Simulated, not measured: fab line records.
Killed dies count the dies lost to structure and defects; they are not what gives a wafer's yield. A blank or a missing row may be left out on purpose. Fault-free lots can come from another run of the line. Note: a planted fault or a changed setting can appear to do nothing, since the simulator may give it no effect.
Matching of chambers	flow nand_harc	4 sister chambers for NHARC_A_SGD_CUT_CMP_21 on cmp-01
The step polishes, target thk 148.19 nm. 8 wafers are shown with their chamber, then 9 later ones without.

## WAFERS PAIRED WITH THEIR CHAMBERS
wafer	chamber	motor_current_A (A)	time_to_endpoint_s (s)
L080.1	0	10.6	53
L080.4	1	12.1	55
L084.2	3	12.0	50
L084.3	0	10.8	52
L084.5	2	12.6	51
L089.2	1	12.4	52
L089.5	2	11.7	52
L089.6	3	11.7	50

## WAFERS WHOSE CHAMBER IS MISSING
wafer	motor_current_A (A)	time_to_endpoint_s (s)
L091.2	11.9	56
L091.4	12.2	51
L091.6	12.2	54
L090.2	10.6	53
L090.4	11.9	53
L090.5	11.8	55
L093.1	11.6	51
L093.2	12.1	52
L093.6	11.8	51

## WHICH CHAMBER EACH ONE RAN IN
wafer	from the rows above	in truth
L091.2	can't be placed: 1 or 2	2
L091.4	can't be placed: 2 or 3 or 1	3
L091.6	can't be placed: 1 or 2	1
L090.2	0	0
L090.4	can't be placed: 1 or 2 or 3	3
L090.5	can't be placed: 1 or 2 or 0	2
L093.1	can't be placed: 3 or 2 or 1 or 0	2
L093.2	can't be placed: 2 or 1 or 3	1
L093.6	can't be placed: 3 or 2 or 1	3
Correct placement for 1 of the 9. Can't be placed from these rows: 8 (the true chamber is among the candidates in 8). Number placed wrongly: 0.
How it was worked out, from the rows above alone: a wafer's distance from a chamber is the root of the sum, over the readings, of the square of ((its reading less the chamber's mean) divided by the reading's scatter). If the next closest chamber is less than 2 further off than the closest, the wafer can't be placed; otherwise it belongs to the closest. Each chamber's mean is taken over the wafers shown for it. The scatter: the root of (the sum of the squares of (reading less its chamber's mean) over the shown wafers, divided by (wafers less chambers)).
